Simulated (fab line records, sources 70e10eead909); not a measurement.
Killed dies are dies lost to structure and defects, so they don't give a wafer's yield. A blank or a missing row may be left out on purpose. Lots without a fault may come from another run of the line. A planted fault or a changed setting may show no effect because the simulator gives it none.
fab line records | flow nand_harc
record lots=11 wafers=33 last_day=25
route steps=1159 shown A_ONON_D1@446 A_CHANNEL_HOLE_D1@468 END@1159
lots that met no fault: from a run of the same line without faults
start_h: hours from the record's first day to the start of the lot's first wafer shown | wait_h: hours since the lot's step before | " the same as in the row above | L1.1+2: a row that stands for several wafers | - no value, or no start given | * or withheld: withheld | < > ~ a bound
route shown NAME@n: a module of which the file shows steps, and the number in the route of the first | usual: mean/standard deviation of fault-free wafers | same: alike in all rows | chamber/n: place in a boat | sites: the reading at each site | _std_site: their standard deviation | _edge_site: outer sites' mean less inner sites' | radius_mm: how far each site lies from the wafer's centre | mask NAME#n: copy n | behind: the tool/chamber that last shaped the wafer | hold: why the lot was held/for how many hours/how that ended | device: the transistor (n, p or np) that didn't switch | end of line: the same wafers' tests at the end of the route | a step without rows: its recipe alone | killed: dies lost to structure and defects at the first sort, not the wafer's yield | map: a wafer's dies, x killed, . not, _ none there
set.NAME: the setting as run; set.NAME@STEP: as run at that earlier step | model.NAME: the simulator's own value behind a step, which no gauge read
steps of the route over a sample of lots; a table a step, a row a wafer
services: from which hour (start_h, from the record's first day; less than 0 if before it) a tool's chamber was out of use, for how many hours, and why
## steps
# step NHARC_A_ONON_D1_DEP_33
# recipe target_thk_a=2000 temp_c=400 pressure_torr=6.5 rf_w=900 teos_flow_sccm=161.4 flow_sccm=2650 target_thk_nm=200 gas=O2 material=SiO2
# usual flow_sccm=2652/9.3 heater_power_w=579/84 throttle_valve_pct=15.8/0.41
# columns lot.wafer tool chamber start_h wait_h flow_sccm heater_power_w throttle_valve_pct
L637.1 pecvd-02 1 217.18 0.1 2642 438 15.1
L637.4 " 2 " " 2641 608 15.1
L637.5 " 0 " " 2648 517 15.3
L635.6 pecvd-03 0 217.20 0.2 2652 628 16.0
L635.5 " 1 " " 2636 690 15.6
L635.4 " 2 " " 2659 586 16.2
L636.3 pecvd-04 0 217.26 0.1 2643 573 15.9
L636.6 " 0 " " 2655 567 15.7
L636.4 " 1 " " 2642 485 16.6
L643.2 pecvd-03 0 258.35 0.1 2634 626 16.0
L643.4 " 1 " " 2658 643 15.5
L643.5 " 2 " " 2669 608 16.2
L644.1 pecvd-02 1 267.00 0.1 2647 456 15.4
L644.3 " 2 " " 2634 713 15.5
L644.4 " 1 " " 2646 457 15.4
L647.3 pecvd-03 2 275.11 0.1 2660 640 16.7
L647.4 " 0 " " 2662 587 15.9
L647.6 " 2 " " 2667 679 16.3
L648.1 pecvd-03 0 280.72 0.1 2667 580 15.9
L648.3 " 2 " " 2655 679 16.4
L648.4 " 2 " " 2645 498 16.3
L649.4 pecvd-04 2 280.89 0.2 2646 434 15.7
L649.5 " 0 " " 2647 496 15.5
L649.6 " 1 " " 2644 613 16.5
L650.1 pecvd-02 1 293.44 0.1 2664 427 15.6
L650.6 " 1 " " 2665 444 15.4
L650.5 " 2 " " 2668 720 15.2
L652.1 pecvd-03 1 311.76 0.1 2652 627 15.7
L652.3 " 0 " " 2659 542 15.7
L652.6 " 0 " " 2656 579 15.9
L651.1 pecvd-02 1 311.85 0.1 2661 554 15.6
L651.2 " 2 " " 2655 735 15.4
L651.4 " 1 " " 2652 563 16.0
# step NHARC_A_CHANNEL_HOLE_D1_ETCH_34
# recipe target_depth_a=1540 time_s=77 cf4_flow_sccm=100 chf3_flow_sccm=30 ar_flow_sccm=0 rf_w=500 bias_w=200 chemistry=CF4/CHF3
# usual bias_w=200.0/0.58 cf4_flow_sccm=100.01/0.27 chamber_pressure_mTorr=25.006/0.03 drypump_motor_current_A=5.6/0.47 oes_product_au=0.945/0.026 rf_vpp_V=369.7/2.5 showerhead_plenum_p_Torr=1.55/0.074 throttle_valve_pct=16.803/0.0088
# columns lot.wafer tool chamber start_h wait_h bias_w cf4_flow_sccm chamber_pressure_mTorr drypump_motor_current_A oes_product_au rf_hours_counter_h rf_vpp_V showerhead_plenum_p_Torr throttle_valve_pct
L635.6 rie_diel-02 3 220.98 - - - - - - - - - -
L635.5 " 0 " " - - - - - - - - -
L635.4 " 2 " " - - - - - - - - -
L637.1 rie_diel-07 0 221.60 - - - - - - - - - -
L637.4 " 2 " " - - - - - - - - -
L637.5 " 0 " " - - - - - - - - -
L636.4 rie_diel-09 2 222.00 - - - - - - - - - -
L636.3 " 3 " " - - - - - - - - -
L636.6 " 3 " " - - - - - - - - -
L643.4 rie_diel-02 1 262.01 - 198.5 99.80 24.978 5.2 0.944 4 368.4 1.48 16.797
L643.2 " 2 " " 200.7 99.65 25.008 6.5 0.961 6 367.4 1.51 16.806
L643.5 " 1 " " 199.0 100.34 25.020 5.2 0.951 - 367.5 1.48 16.801
L644.1 rie_diel-02 0 270.67 - 200.3 100.01 24.999 5.6 0.919 7 366.4 1.48 16.806
L644.3 " 1 " " 199.7 99.94 24.991 5.2 0.921 4 367.3 1.48 16.794
L644.4 " 2 " " 199.1 100.19 25.031 6.4 0.932 7 368.8 1.51 16.790
L647.3 rie_diel-09 1 279.23 - 198.8 99.71 25.017 5.2 0.971 2 373.1 1.64 16.791
L647.4 " 0 " " 200.8 99.91 25.029 5.2 0.990 1 369.7 1.52 16.814
L647.6 " 1 " " 200.2 99.60 25.026 5.2 0.974 - 373.5 1.64 16.809
L648.1 rie_diel-07 1 284.44 - 200.2 99.68 24.986 5.5 0.985 4 369.9 1.56 16.816
L648.4 " 2 " " 200.1 100.10 24.970 6.5 0.986 3 369.1 1.54 16.796
L648.3 " 3 " " 200.4 99.73 25.005 5.5 0.956 4 372.9 1.66 16.807
L649.4 rie_diel-02 3 285.19 - 199.8 99.43 24.989 5.1 0.914 8 367.0 1.47 16.808
L649.6 " 1 " " 199.8 99.72 25.035 5.2 0.916 - 367.8 1.48 16.806
L649.5 " 2 " " 200.2 100.47 25.001 6.5 0.930 - 368.4 1.51 16.813
L650.1 rie_diel-02 1 298.73 - 200.7 99.81 25.037 5.2 0.914 7 366.5 1.48 16.800
L650.6 " 3 " " 199.6 99.81 25.244 5.1 0.905 - 368.5 1.48 16.801
L650.5 " 0 " " 199.5 100.29 25.005 5.7 0.913 - 368.3 1.48 16.798
L652.3 rie_diel-02 1 315.69 - 199.8 99.97 25.010 5.2 0.912 8 365.9 1.48 16.805
L652.1 " 3 " " 199.8 100.44 25.027 5.1 0.901 10 367.6 1.48 16.801
L652.6 " 1 " " 199.7 100.64 25.004 5.2 0.911 - 368.2 1.48 16.806
L651.4 rie_diel-07 1 315.83 - 200.2 99.64 25.001 5.5 0.955 6 368.3 1.56 16.810
L651.1 " 3 " " 200.2 99.86 24.981 5.5 0.938 6 372.8 1.66 16.807
L651.2 " 0 " " 199.7 99.97 25.003 5.7 0.933 6 371.0 1.58 16.796
# step NHARC_A_CHANNEL_HOLE_D1_ETCH_20
# recipe bias_v=3000 source_w=withheld pressure_mtorr=20 time_s=361.9 ar_flow_sccm=375 c4f8_flow_sccm=89.3 o2_flow_sccm=35.7 temp_c=-20 target_depth_a=16000 chemistry=C4F8/O2/Ar
# usual c4f8_flow_sccm=89.33/0.29 chamber_pressure_mTorr=19.999/0.019 drypump_motor_current_A=5.8/0.58 showerhead_plenum_p_Torr=3.81/0.036 throttle_valve_pct=32.155/0.0097
# columns lot.wafer tool chamber start_h wait_h c4f8_flow_sccm chamber_pressure_mTorr drypump_motor_current_A rf_hours_counter_h showerhead_plenum_p_Torr throttle_valve_pct
L635.4 har_etch-02 0 222.11 0.2 88.98 19.985 6.4 - 3.87 32.172
L635.6 " 1 " " 89.52 19.985 6.1 - 3.77 32.154
L635.5 " 0 " " 89.22 19.978 6.5 - 3.87 32.160
L637.1 har_etch-01 0 222.63 0.1 89.12 20.018 4.9 209 3.82 32.173
L637.4 " 0 " " 89.31 20.008 4.9 - 3.81 32.148
L637.5 " 0 " " 89.09 19.968 4.9 - 3.81 32.161
L636.4 har_etch-02 0 226.22 0.2 89.20 19.994 6.5 - 3.87 32.162
L636.3 " 1 " " 89.46 19.987 6.1 - 3.77 32.150
L636.6 " 1 " " 89.02 20.036 6.2 - 3.77 32.140
L643.2 har_etch-01 1 262.95 0.1 89.35 19.989 5.7 228 3.80 32.171
L643.4 " 0 " " 89.75 19.977 4.9 - 3.80 32.149
L643.5 " 0 " " 89.61 20.018 4.9 - 3.80 32.154
L644.1 har_etch-01 0 271.54 0.1 89.70 20.035 4.9 232 3.80 32.152
L644.3 " 0 " " 89.45 20.015 4.9 - 3.80 32.154
L644.4 " 1 " " 89.47 20.000 5.7 - 3.80 32.150
L647.4 har_etch-02 0 281.45 0.2 89.07 19.988 6.4 - 3.85 32.173
L647.3 " 1 " " 89.39 20.005 6.2 - 3.75 32.159
L647.6 " 0 " " 89.05 19.968 6.5 - 3.85 32.152
L648.1 har_etch-02 1 285.56 0.1 89.44 20.032 6.1 147 3.75 32.156
L648.4 " 0 " " 89.25 20.012 6.5 - 3.85 32.131
L648.3 " 1 " " 89.10 20.028 6.1 - 3.75 32.147
L649.4 har_etch-01 0 286.34 0.2 89.09 19.991 4.9 - 3.79 32.145
L649.6 " 0 " " 89.15 20.012 4.9 - 3.80 32.146
L649.5 " 1 " " 89.09 19.989 5.8 - 3.80 32.157
L650.1 har_etch-02 0 299.65 0.1 89.26 19.995 6.4 153 3.85 32.144
L650.5 " 1 " " 89.57 19.975 6.2 - 3.75 32.151
L650.6 " 0 " " 89.35 19.987 6.4 - 3.85 32.140
L652.1 har_etch-02 1 316.59 0.1 88.86 19.989 6.1 160 3.75 32.165
L652.3 " 0 " " 89.53 20.020 6.4 - 3.84 32.166
L652.6 " 1 " " 88.97 19.995 6.1 - 3.75 32.153
L651.1 har_etch-02 1 320.70 0.1 89.29 20.042 6.2 164 3.74 32.166
L651.2 " 0 " " 89.04 20.000 6.4 164 3.84 32.166
L651.4 " 1 " " 88.99 20.004 6.1 - 3.74 32.170
# step NHARC_A_CHANNEL_HOLE_D1_ETCH_23
# recipe bias_v=5000 source_w=withheld pressure_mtorr=20 time_s=819 ar_flow_sccm=375 c4f8_flow_sccm=89.3 o2_flow_sccm=35.7 temp_c=-20 target_depth_a=16000 chemistry=C4F8/O2/Ar
# usual c4f8_flow_sccm=89.26/0.26 chamber_pressure_mTorr=19.999/0.019 drypump_motor_current_A=5.8/0.58 showerhead_plenum_p_Torr=3.81/0.036 throttle_valve_pct=32.155/0.0089
# columns lot.wafer tool chamber start_h wait_h c4f8_flow_sccm chamber_pressure_mTorr drypump_motor_current_A rf_hours_counter_h showerhead_plenum_p_Torr throttle_valve_pct
L635.4 har_etch-02 0 223.63 0.5 89.17 19.999 6.4 - 3.87 32.148
L635.6 " 1 " " 88.64 19.972 6.1 - 3.77 32.147
L635.5 " 0 " " 89.42 20.015 6.4 - 3.87 32.170
L637.1 har_etch-01 0 224.01 0.5 89.13 20.030 4.9 210 3.81 32.167
L637.4 " 0 " " 89.25 19.996 4.9 - 3.81 32.146
L637.5 " 0 " " 89.22 19.998 4.9 - 3.81 32.164
L636.4 har_etch-02 0 227.66 0.5 89.03 20.001 6.5 - 3.87 32.154
L636.3 " 1 " " 89.70 19.946 6.1 - 3.77 32.146
L636.6 " 1 " " 89.60 19.983 6.1 - 3.77 32.153
L643.2 har_etch-01 1 264.34 0.5 89.43 20.012 5.8 230 3.80 32.146
L643.4 " 0 " " 89.26 19.988 4.9 - 3.80 32.152
L643.5 " 0 " " 89.51 19.995 4.9 - 3.80 32.171
L644.1 har_etch-01 0 272.86 0.5 89.50 20.052 4.9 233 3.80 32.143
L644.3 " 0 " " 89.60 19.975 4.9 - 3.80 32.166
L644.4 " 1 " " 89.37 20.001 5.8 - 3.80 32.164
L647.4 har_etch-02 0 282.90 0.5 89.49 20.017 6.4 - 3.85 32.160
L647.3 " 1 " " 89.16 20.024 6.1 - 3.75 32.158
L647.6 " 0 " " 89.28 19.971 6.4 - 3.85 32.162
L648.1 har_etch-02 1 286.95 0.5 88.86 19.989 6.2 149 3.75 32.140
L648.4 " 0 " " 89.48 20.005 6.4 - 3.85 32.147
L648.3 " 1 " " 89.58 20.022 6.1 - 3.75 32.153
L649.4 har_etch-01 0 287.80 0.5 89.72 19.990 4.9 - 3.79 32.154
L649.6 " 0 " " 89.59 19.986 4.9 - 3.79 32.147
L649.5 " 1 " " 88.96 19.992 5.7 - 3.79 32.175
L650.1 har_etch-02 0 301.04 0.5 88.71 20.005 6.4 154 3.85 32.145
L650.5 " 1 " " 89.05 20.016 6.1 - 3.75 32.153
L650.6 " 0 " " 89.10 20.038 6.5 - 3.85 32.159
L652.1 har_etch-02 1 317.97 0.5 89.03 20.005 6.2 161 3.74 32.154
L652.3 " 0 " " 89.06 19.967 6.4 - 3.84 32.159
L652.6 " 1 " " 89.03 20.011 6.1 - 3.74 32.155
L651.1 har_etch-02 1 322.02 0.5 89.40 19.997 6.2 165 3.74 32.164
L651.2 " 0 " " 89.09 19.992 6.4 165 3.84 32.135
L651.4 " 1 " " 89.23 19.983 6.2 - 3.74 32.156
# step NHARC_END_SORT_01
# recipe temp_c=25
# usual killed_at_array=26/9.7 killed_at_other=1.0/1.2 killed_at_periphery=3.9/2.6 killed_dies=31/9.7 killed_open=3.2/1.8 killed_short=2.0/1.3
# same gross_dies=677
# columns lot.wafer tool chamber start_h wait_h hold killed_at_array killed_at_other killed_at_periphery killed_dies killed_open killed_short
L635.4 prober-01 0 490.92 3.4 await_dispo/4.5h/scrap 672 1 4 677 7 4
L635.5 prober-01 0 491.71 3.7 await_dispo/4.5h/scrap 675 0 2 677 0 3
L635.6 prober-01 0 492.51 4.0 await_dispo/4.5h/scrap 673 0 4 677 3 2
L637.1 prober-02 0 492.07 2.4 await_dispo/1.4h/scrap 673 0 4 677 3 0
L637.4 prober-02 0 494.46 3.4 await_dispo/1.4h/scrap 671 1 5 677 6 2
L637.5 prober-02 0 495.26 3.7 await_dispo/1.4h/scrap 673 2 2 677 3 2
L636.3 prober-02 0 501.45 3.1 await_dispo/2.6h/scrap 676 0 1 677 1 1
L636.4 prober-02 0 502.25 3.4 await_dispo/2.6h/scrap 674 0 3 677 2 2
L636.6 prober-02 0 503.84 4.0 await_dispo/2.6h/scrap 676 0 1 677 4 3
L643.2 prober-02 0 516.14 2.8 - 31 1 0 32 4 3
L643.4 prober-02 0 517.72 3.4 - 32 0 2 34 2 5
L643.5 prober-02 0 518.51 3.7 - 28 1 2 31 4 4
L644.1 prober-01 0 549.91 2.5 - 38 0 3 41 1 4
L644.3 prober-01 0 551.50 3.1 - 34 0 2 36 0 2
L644.4 prober-01 0 552.29 3.4 - 43 0 0 43 3 2
L647.3 prober-02 0 551.65 3.1 - 14 0 7 21 2 2
L647.4 prober-02 0 552.45 3.4 - 15 0 3 18 1 1
L647.6 prober-02 0 554.04 4.0 - 20 0 6 26 5 2
L648.1 prober-01 0 557.66 2.5 - 33 0 0 33 1 0
L648.3 prober-01 0 559.27 3.1 - 41 1 1 43 4 3
L648.4 prober-01 0 560.07 3.4 - 47 3 0 50 2 1
L649.4 prober-02 0 560.28 3.4 - 31 1 4 36 3 2
L649.5 prober-02 0 561.09 3.7 - 26 6 8 40 2 2
L649.6 prober-02 0 561.90 4.0 - 32 0 0 32 3 2
L650.1 prober-01 0 579.55 2.5 - 18 3 4 25 5 0
L650.5 prober-01 0 582.75 3.7 - 20 2 5 27 2 1
L650.6 prober-01 0 583.55 4.0 - 21 1 0 22 3 0
L652.1 prober-02 0 579.55 2.5 - 23 0 3 26 3 2
L652.3 prober-02 0 581.13 3.1 - 33 0 4 37 6 2
L652.6 prober-02 0 583.49 3.9 - 43 0 4 47 8 2
L651.1 prober-02 0 587.29 2.5 - 31 1 8 40 3 2
L651.2 prober-02 0 588.10 2.8 - 38 2 10 50 4 4
L651.4 prober-02 0 589.73 3.4 - 24 2 5 31 1 2
# killed by level:class
L635.4 A_CHANNEL_HOLE_D1:area_etch=653 A_CONTACT:chamber_film_flake=4 A_WL_FILL:geometric_particle:open=3 P_M1:chamber_film_flake=3 A_CHANNEL_HOLE_D1:chamber_film_flake=3 A_CHANNEL_HOLE_D1:geometric_particle:short=2 A_ZERO_WELL:chamber_film_flake=2 P_M1:geometric_particle:open=1
L635.5 A_CHANNEL_HOLE_D1:area_etch=661 A_CONTACT:chamber_film_flake=6 A_CHANNEL_HOLE_D1:chamber_film_flake=4 P_M1:chamber_film_flake=2 A_SOURCE_PLATE:geometric_particle:short=1 A_CHANNEL_FILL_D1:geometric_particle:short=1 A_WL_FILL:geometric_particle:short=1 A_STAIRCASE:chamber_film_flake=1
L637.1 A_CHANNEL_HOLE_D1:area_etch=646 A_CHANNEL_HOLE_D1:chamber_film_flake=14 A_SLIT:chamber_film_flake=6 P_ZERO_WELL:chamber_film_flake=3 A_STAIRCASE:chamber_film_flake=2 A_CHANNEL_FILL_D1:geometric_particle:open=1 A_SLIT:geometric_particle:open=1 A_CONTACT:geometric_particle:open=1
L635.6 A_CHANNEL_HOLE_D1:area_etch=662 A_CONTACT:chamber_film_flake=3 P_STI:chamber_film_flake=2 P_M1:chamber_film_flake=2 A_CHANNEL_HOLE_D1:geometric_particle:short=1 A_CHANNEL_FILL_D1:geometric_particle:open=1 A_WL_FILL:geometric_particle:short=1 A_CONTACT:geometric_particle:open=1
L637.4 A_CHANNEL_HOLE_D1:area_etch=631 A_CHANNEL_HOLE_D1:chamber_film_flake=15 A_SLIT:chamber_film_flake=11 P_ZERO_WELL:chamber_film_flake=4 A_STAIRCASE:chamber_film_flake=3 A_SGD_CUT:chamber_film_flake=2 A_CONTACT:chamber_film_flake=2 P_CONTACT:geometric_particle:open=1
L637.5 A_CHANNEL_HOLE_D1:area_etch=646 A_CHANNEL_HOLE_D1:chamber_film_flake=9 A_SLIT:chamber_film_flake=9 A_STAIRCASE:chamber_film_flake=3 A_CONTACT:chamber_film_flake=3 P_M1:geometric_particle:open=1 A_SOURCE_PLATE:geometric_particle:short=1 A_ONON_D1:geometric_particle:open=1
L636.3 A_CHANNEL_HOLE_D1:area_etch=663 A_CONTACT:chamber_film_flake=7 A_CHANNEL_HOLE_D1:chamber_film_flake=2 A_CHANNEL_FILL_D1:geometric_particle:short=1 A_BLC:geometric_particle:open=1 P_ZERO_WELL:chamber_film_flake=1 A_CHANNEL_FILL_D1:chamber_film_flake=1 A_STAIRCASE:chamber_film_flake=1
L636.4 A_CHANNEL_HOLE_D1:area_etch=662 A_CHANNEL_FILL_D1:chamber_film_flake=2 A_STAIRCASE:chamber_film_flake=2 A_CONTACT:chamber_film_flake=2 P_M0:geometric_particle:short=1 A_SOURCE_PLATE:geometric_particle:open=1 A_CONTACT:geometric_particle:open=1 A_CONTACT:geometric_particle:short=1
L636.6 A_CHANNEL_HOLE_D1:area_etch=663 A_CHANNEL_HOLE_D1:chamber_film_flake=4 A_CONTACT:geometric_particle:open=2 A_CONTACT:chamber_film_flake=2 P_M1:geometric_particle:open=1 A_ONON_D1:geometric_particle:short=1 A_CHANNEL_HOLE_D1:geometric_particle:short=1 A_BLC:geometric_particle:open=1
L643.2 A_CHANNEL_HOLE_D1:chamber_film_flake=16 A_STAIRCASE:chamber_film_flake=5 A_CONTACT:chamber_film_flake=3 A_ONON_D1:geometric_particle:short=1 A_CHANNEL_HOLE_D1:geometric_particle:open=1 A_CHANNEL_FILL_D1:geometric_particle:short=1 A_SGD_CUT:geometric_particle:open=1 A_WL_FILL:geometric_particle:short=1
L643.4 A_CHANNEL_HOLE_D1:chamber_film_flake=20 A_CONTACT:chamber_film_flake=4 A_ONON_D1:geometric_particle:short=2 A_STAIRCASE:chamber_film_flake=2 P_CONTACT:geometric_particle:short=1 A_CHANNEL_FILL_D1:geometric_particle:short=1 A_CHANNEL_FILL_D1:geometric_particle:open=1 A_WL_FILL:geometric_particle:short=1
L643.5 A_CHANNEL_HOLE_D1:chamber_film_flake=10 A_CONTACT:chamber_film_flake=7 A_STAIRCASE:chamber_film_flake=4 A_WL_FILL:geometric_particle:short=2 A_CONTACT:geometric_particle:open=2 A_M1:geometric_particle:short=2 P_CONTACT:geometric_particle:open=1 A_WL_FILL:geometric_particle:open=1
L644.1 A_CHANNEL_HOLE_D1:chamber_film_flake=18 A_SLIT:chamber_film_flake=12 P_ZERO_WELL:chamber_film_flake=2 A_CONTACT:chamber_film_flake=2 A_SOURCE_PLATE:geometric_particle:short=1 A_ONON_D1:geometric_particle:short=1 A_CHANNEL_HOLE_D1:geometric_particle:short=1 A_CHANNEL_FILL_D1:geometric_particle:short=1
L644.3 A_CHANNEL_HOLE_D1:chamber_film_flake=12 A_SLIT:chamber_film_flake=12 A_STAIRCASE:chamber_film_flake=3 A_BLC:chamber_film_flake=3 P_GATE:chamber_film_flake=2 A_CONTACT:chamber_film_flake=2 A_CHANNEL_FILL_D1:geometric_particle:short=1 A_CONTACT:geometric_particle:short=1
L647.3 P_GATE:chamber_film_flake=4 A_CONTACT:chamber_film_flake=4 A_CHANNEL_HOLE_D1:chamber_film_flake=3 A_STAIRCASE:chamber_film_flake=2 A_M1:chamber_film_flake=2 P_CONTACT:geometric_particle:short=1 P_CONTACT:geometric_particle:open=1 A_CHANNEL_FILL_D1:geometric_particle:short=1
L644.4 A_CHANNEL_HOLE_D1:chamber_film_flake=17 A_SLIT:chamber_film_flake=17 A_CONTACT:chamber_film_flake=4 A_CONTACT:geometric_particle:open=2 A_ONON_D1:geometric_particle:open=1 A_ONON_D1:geometric_particle:short=1 A_WL_FILL:geometric_particle:short=1
L647.4 A_CONTACT:chamber_film_flake=7 P_GATE:chamber_film_flake=3 A_CHANNEL_HOLE_D1:chamber_film_flake=2 A_STAIRCASE:chamber_film_flake=2 A_M0:geometric_particle:open=1 A_M0:geometric_particle:short=1 A_CHANNEL_FILL_D1:chamber_film_flake=1 A_M1:chamber_film_flake=1
L647.6 A_CHANNEL_HOLE_D1:chamber_film_flake=8 P_GATE:chamber_film_flake=4 A_STAIRCASE:chamber_film_flake=4 A_CONTACT:chamber_film_flake=3 A_CONTACT:geometric_particle:open=2 P_STI:geometric_particle:open=1 P_GATE:geometric_particle:open=1 A_SGD_CUT:geometric_particle:short=1
L648.1 A_SLIT:chamber_film_flake=14 A_CONTACT:chamber_film_flake=6 A_SGD_CUT:chamber_film_flake=3 A_CHANNEL_HOLE_D1:chamber_film_flake=2 A_STAIRCASE:chamber_film_flake=2 A_BLC:chamber_film_flake=2 A_M1:chamber_film_flake=2 A_SGD_CUT:geometric_particle:open=1
L648.3 A_SLIT:chamber_film_flake=9 A_BLC:chamber_film_flake=6 A_SGD_CUT:chamber_film_flake=5 A_CONTACT:chamber_film_flake=5 A_CHANNEL_HOLE_D1:chamber_film_flake=3 A_STAIRCASE:chamber_film_flake=3 A_M1:chamber_film_flake=3 A_CONTACT:geometric_particle:open=2
L648.4 A_SLIT:chamber_film_flake=16 A_BLC:chamber_film_flake=8 A_CHANNEL_HOLE_D1:chamber_film_flake=7 A_CONTACT:chamber_film_flake=7 A_M1:chamber_film_flake=4 A_SGD_CUT:chamber_film_flake=2 THIN_TSV:chamber_film_flake=2 A_CONTACT:geometric_particle:short=1
L649.4 A_CHANNEL_HOLE_D1:chamber_film_flake=23 P_ZERO_WELL:chamber_film_flake=3 A_CONTACT:chamber_film_flake=2 A_STAIRCASE:chamber_film_flake=2 P_STI:geometric_particle:open=1 A_CHANNEL_FILL_D1:geometric_particle:short=1 A_STAIRCASE:geometric_particle:open=1 A_SGD_CUT:geometric_particle:short=1
L649.5 A_CHANNEL_HOLE_D1:chamber_film_flake=17 P_ZERO_WELL:chamber_film_flake=7 THIN_TSV:chamber_film_flake=6 A_CONTACT:chamber_film_flake=2 P_M0:geometric_particle:short=1 A_SGD_CUT:geometric_particle:open=1 A_CONTACT:geometric_particle:open=1 A_M0:geometric_particle:short=1
L649.6 A_CHANNEL_HOLE_D1:chamber_film_flake=18 A_STAIRCASE:chamber_film_flake=4 A_CONTACT:chamber_film_flake=3 A_ONON_D1:geometric_particle:open=2 A_SLIT:chamber_film_flake=2 A_CHANNEL_FILL_D1:geometric_particle:short=1 A_CHANNEL_FILL_D1:geometric_particle:open=1 A_WL_FILL:geometric_particle:short=1
L650.1 A_CONTACT:chamber_film_flake=6 THIN_TSV:chamber_film_flake=3 A_CONTACT:geometric_particle:open=2 P_STI:chamber_film_flake=2 A_ZERO_WELL:chamber_film_flake=2 A_CHANNEL_HOLE_D1:chamber_film_flake=2 A_STAIRCASE:chamber_film_flake=2 A_WL_FILL:chamber_film_flake=2
L652.1 A_SLIT:chamber_film_flake=14 A_WL_FILL:chamber_film_flake=3 P_CONTACT:geometric_particle:short=1 P_M1:geometric_particle:open=1 A_ONON_D1:geometric_particle:short=1 A_CHANNEL_FILL_D1:geometric_particle:open=1 A_BLC:geometric_particle:open=1 P_M0:chamber_film_flake=1
L652.3 A_SLIT:chamber_film_flake=21 A_CHANNEL_HOLE_D1:chamber_film_flake=5 A_CHANNEL_FILL_D1:geometric_particle:open=2 P_STI:geometric_particle:short=1 P_GATE:geometric_particle:open=1 P_CONTACT:geometric_particle:open=1 P_M0:geometric_particle:open=1 A_SOURCE_PLATE:geometric_particle:short=1
L650.5 A_CHANNEL_HOLE_D1:chamber_film_flake=6 A_STAIRCASE:chamber_film_flake=5 A_CONTACT:chamber_film_flake=3 P_ZERO_WELL:chamber_film_flake=2 P_STI:chamber_film_flake=2 A_SLIT:chamber_film_flake=2 A_WL_FILL:chamber_film_flake=2 P_M2:geometric_particle:short=1
L652.6 A_SLIT:chamber_film_flake=24 A_CHANNEL_HOLE_D1:chamber_film_flake=7 A_WL_FILL:chamber_film_flake=3 P_M0:geometric_particle:open=2 A_SGD_CUT:geometric_particle:open=2 A_M0:geometric_particle:open=2 A_CONTACT:chamber_film_flake=2 P_M2:geometric_particle:short=1
L650.6 A_WL_FILL:chamber_film_flake=6 A_CONTACT:chamber_film_flake=5 A_STAIRCASE:chamber_film_flake=4 A_CHANNEL_HOLE_D1:chamber_film_flake=3 A_ONON_D1:geometric_particle:open=1 A_SGD_CUT:geometric_particle:open=1 A_M1:geometric_particle:open=1 THIN_TSV:chamber_film_flake=1
L651.1 A_SLIT:chamber_film_flake=23 A_CHANNEL_HOLE_D1:chamber_film_flake=3 P_GATE:chamber_film_flake=2 P_M0:geometric_particle:open=1 P_M1:geometric_particle:open=1 A_WL_FILL:geometric_particle:short=1 A_CONTACT:geometric_particle:open=1 A_BLC:geometric_particle:short=1
L651.2 A_SLIT:chamber_film_flake=14 A_CHANNEL_HOLE_D1:chamber_film_flake=9 A_CONTACT:chamber_film_flake=4 P_STI:chamber_film_flake=3 P_GATE:chamber_film_flake=3 A_STAIRCASE:chamber_film_flake=3 A_CHANNEL_FILL_D1:geometric_particle:short=2 P_M0:chamber_film_flake=2
L651.4 A_SLIT:chamber_film_flake=10 A_CHANNEL_HOLE_D1:chamber_film_flake=6 A_CONTACT:chamber_film_flake=3 THIN_TSV:chamber_film_flake=2 P_STI:chamber_film_flake=2 P_M0:chamber_film_flake=2 A_ONON_D1:geometric_particle:short=1 A_CONTACT:geometric_particle:open=1
## services
# columns tool chamber start_h hours kind
pecvd-04 - 195.11 13.0 pm
rie_diel-02 0 208.70 - clean
rie_diel-02 1 208.70 - clean
rie_diel-02 2 208.70 - clean
rie_diel-02 3 208.70 - clean
rie_diel-07 1 220.01 5.2 repair
rie_diel-02 1 220.25 10.4 repair
rie_diel-07 - 228.20 9.0 pm
rie_diel-02 1 236.55 9.9 repair
rie_diel-07 2 245.97 3.8 repair
rie_diel-02 1 251.87 4.1 repair
rie_diel-09 - 254.31 9.0 pm
rie_diel-02 - 257.21 0.9 repair
rie_diel-07 1 276.71 1.2 repair
rie_diel-09 1 288.04 5.7 repair
pecvd-03 - 292.23 13.0 pm
har_etch-01 - 305.00 17.0 pm
har_etch-01 0 305.00 17.0 vent_cycle
har_etch-01 1 305.00 17.0 vent_cycle
rie_diel-02 0 308.19 2.1 repair
har_etch-01 0 322.00 - clean
har_etch-01 0 322.00 - consumable_replace:focus_ring
har_etch-01 1 322.00 - clean
har_etch-01 1 322.00 - consumable_replace:focus_ring
## key
first_sign step=NHARC_A_CHANNEL_HOLE_D1_ETCH_34 reading=tool_record direction=missing
effect step=NHARC_END_SORT_01 reading=killed_at_array direction=up sigmas=67 usual=26 struck=674
more_kills_born_at NHARC_A_CHANNEL_HOLE_D1_ETCH_34@rie_diel-09=1988 NHARC_A_CHANNEL_HOLE_D1_ETCH_34@rie_diel-02=1976 NHARC_A_CHANNEL_HOLE_D1_ETCH_34@rie_diel-07=1923
met_at NHARC_A_CHANNEL_HOLE_D1_ETCH_34
struck_lots L635,L636,L637
later_rows_left_out L635.4,L635.5,L635.6,L636.3,L636.4,L636.6,L637.1,L637.4,L637.5
tester_left_out L635,L636,L637
not_acting_at NHARC_A_ONON_D1_DEP_33,NHARC_A_CHANNEL_HOLE_D1_ETCH_20,NHARC_A_CHANNEL_HOLE_D1_ETCH_23
fault kind=skipped_step_whole tool=rie_diel-02,rie_diel-07,rie_diel-09 chamber=- onset_h=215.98 steps=NHARC_A_CHANNEL_HOLE_D1_ETCH_34 scope=struck_lots_only
# tester_left_out: of these lots the tester's yield and bins aren't shown, on N5 and GAA mostly nor the transistor test; their killed dies are dies lost to structure and defects alone, not to doping, threshold or leakage, so they don't give the yield
# later_rows_left_out: the simulator's readings of these wafers behind a module that went badly wrong aren't trusted and aren't shown, but for the sort
